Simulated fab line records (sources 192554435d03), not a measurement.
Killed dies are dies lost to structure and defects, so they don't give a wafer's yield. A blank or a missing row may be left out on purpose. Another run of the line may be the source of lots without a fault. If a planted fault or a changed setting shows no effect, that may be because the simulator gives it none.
Chamber matching | flow n5-finfet | 4 sister chambers for N5_BEOL_M5_DESCUM_33 on rie-diel-04
The step chemistry O2, time 7 s. 20 wafers are shown with their chamber, then 10 later ones without.

WAFERS, EACH WITH ITS CHAMBER
wafer  | chamber | showerhead-plenum-p-Torr (Torr) | drypump-motor-current-A (A) | throttle-valve-pct (%)
L077.2 | 0       | 2.14                            | 5.4                         | 20.87
L077.5 | 3       | 2.26                            | 5.5                         | 20.15
L077.6 | 2       | 2.16                            | 5.7                         | 20.46
L080.1 | 3       | 2.25                            | 5.4                         | 20.19
L080.3 | 2       | 2.15                            | 5.7                         | 20.47
L080.4 | 2       | 2.15                            | 5.7                         | 20.47
L082.2 | 1       | 2.13                            | 5.3                         | 20.26
L082.4 | 2       | 2.15                            | 5.7                         | 20.47
L082.6 | 3       | 2.25                            | 5.5                         | 20.17
L081.1 | 1       | 2.13                            | 5.3                         | 20.24
L081.3 | 2       | 2.15                            | 5.7                         | 20.48
L081.5 | 2       | 2.15                            | 5.7                         | 20.50
L083.1 | 0       | 2.13                            | 5.4                         | 20.53
L083.5 | 3       | 2.25                            | 5.4                         | 20.19
L083.6 | 0       | 2.13                            | 5.4                         | 20.53
L085.1 | 0       | 2.13                            | 5.4                         | 20.54
L085.4 | 3       | 2.25                            | 5.5                         | 20.20
L085.5 | 2       | 2.15                            | 5.7                         | 20.49
L090.3 | 0       | 2.13                            | 5.4                         | 20.55
L090.4 | 1       | 2.13                            | 5.3                         | 19.91

SIGNATURES (means of the wafers above)
reading                  | chamber 0 | chamber 1 | chamber 2 | chamber 3 | scatter within a chamber
showerhead-plenum-p-Torr | 2.1320    | 2.1300    | 2.1514    | 2.2520    | 0.00392
drypump-motor-current-A  | 5.400     | 5.300     | 5.700     | 5.460     | 0.0274
throttle-valve-pct       | 20.6040   | 20.1367   | 20.4771   | 20.1800   | 0.103
Rule: for a wafer and a chamber, the distance is found by dividing, reading by reading, the gap between the wafer's reading and the chamber's mean by the reading's scatter, squaring, summing and taking the root. The wafer belongs to the nearest chamber; if the next one is less than 2 further off, it can't be placed. The scatter is the square root of a quotient: the sum, over the shown wafers, of each reading's squared deviation from its chamber's mean, divided by wafers minus chambers.

WAFERS WHOSE CHAMBER IS MISSING
wafer  | showerhead-plenum-p-Torr (Torr) | drypump-motor-current-A (A) | throttle-valve-pct (%)
L090.6 | 2.24                            | 5.5                         | 20.21
L092.2 | 2.13                            | 5.4                         | 20.56
L092.4 | 2.24                            | 5.5                         | 20.21
L092.6 | 2.13                            | 5.4                         | 20.54
L096.2 | 2.13                            | 5.3                         | 19.93
L096.3 | 2.12                            | 5.4                         | 20.57
L096.4 | 2.24                            | 5.5                         | 20.21
L097.1 | 2.12                            | 5.4                         | 20.57
L097.2 | 2.24                            | 5.5                         | 20.24
L097.6 | 2.12                            | 5.4                         | 20.57

THE CHAMBER EACH PASSED THROUGH
wafer  | from the rows above | in truth
L090.6 | 3                   | 3
L092.2 | 0                   | 0
L092.4 | 3                   | 3
L092.6 | 0                   | 0
L096.2 | 1                   | 1
L096.3 | 0                   | 0
L096.4 | 3                   | 3
L097.1 | 0                   | 0
L097.2 | 3                   | 3
L097.6 | 0                   | 0
10 of 10 placed correctly. Can't be placed from these rows: 0. Number placed wrongly: 0.
